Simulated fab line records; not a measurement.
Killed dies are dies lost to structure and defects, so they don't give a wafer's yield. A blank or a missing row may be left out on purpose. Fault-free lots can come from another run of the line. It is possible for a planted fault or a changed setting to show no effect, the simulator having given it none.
Problem report in the 8D (eight disciplines) form, filled by code	flow n5Finfet	the parts of the form that need people (team, actions taken, sign-off) are left out

1. WHAT WENT WRONG
beamEnergyKeV at N5_WELL_APT_IMPLANT_32 reads a mean of 67.749 on 6 wafers of 2 lots; wafers without a fault read 50.001 with a standard deviation of 0.016. So: +99 or more standard deviations from the usual mean.
First observed at day 5 09:21: wafer L839.1, on implanter-02. The record has a number at this step for 36 wafers belonging to 13 lots. By rule, "out" or "out of limits" means more than 4 standard deviations away from the usual mean. Any other wafer with a number is counted as sound.

2. WHAT IT IS, WHAT IT ISN'T
question	is	is not
which readings at this step	beamEnergyKeV	-
which lots	L839, L842	L826, L827, L828, L829, L830, L831, L832, L833, L834, L836, L838
which wafers of those lots	all that have a number	-
read on which tools	implanter-02	implanter-01
when	from day 5 09:21	up to then (30 sound wafers)

3. SUSPECTS, AND WHAT RULES EACH OUT
Counting: a tool at any process step up to the reading remains a suspect when it ran all the lots that are out and ran no sound lot after the first of those.
- implanter-02 at N5_WELL_APT_IMPLANT_32: kept. It ran every lot that is out, first L839 (day 5 09:21), and no sound lot after that; its last sound lot up to then is L838 (day 5 03:44). Its own readings are out on those wafers: beamEnergyKeV.
Remaining after the count: implanter-02 at N5_WELL_APT_IMPLANT_32.

4. THE CAUSE (what the simulator had put in)
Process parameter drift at N5_WELL_APT_IMPLANT_32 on implanter-02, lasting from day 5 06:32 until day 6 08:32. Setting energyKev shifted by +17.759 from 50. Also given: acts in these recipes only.
This tool alone remained once counting was done.

5. THE CHAIN OF EFFECTS, in route order
Each row: a reading where the mean over the struck wafers with a number is more than 3 standard deviations away from the usual. Scope: only readings with a usual standard deviation given in the record; hours: median across lots of the time from each lot's start at the first step in this table that gives one to its start at this step; sigmas: change in usual standard deviations.
hours	step	reading	usual	on struck wafers	change	sigmas
0	N5_WELL_APT_IMPLANT_32	beamEnergyKeV	50.001	67.749	+17.748	+99 or more
Its process steps:
- N5_WELL_APT_IMPLANT_32

6. HOW IT WOULD HAVE BEEN CAUGHT EARLIER
3 hours passed between the start of the fault at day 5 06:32 and the first reading out of limits in this record, taken at day 5 09:21.
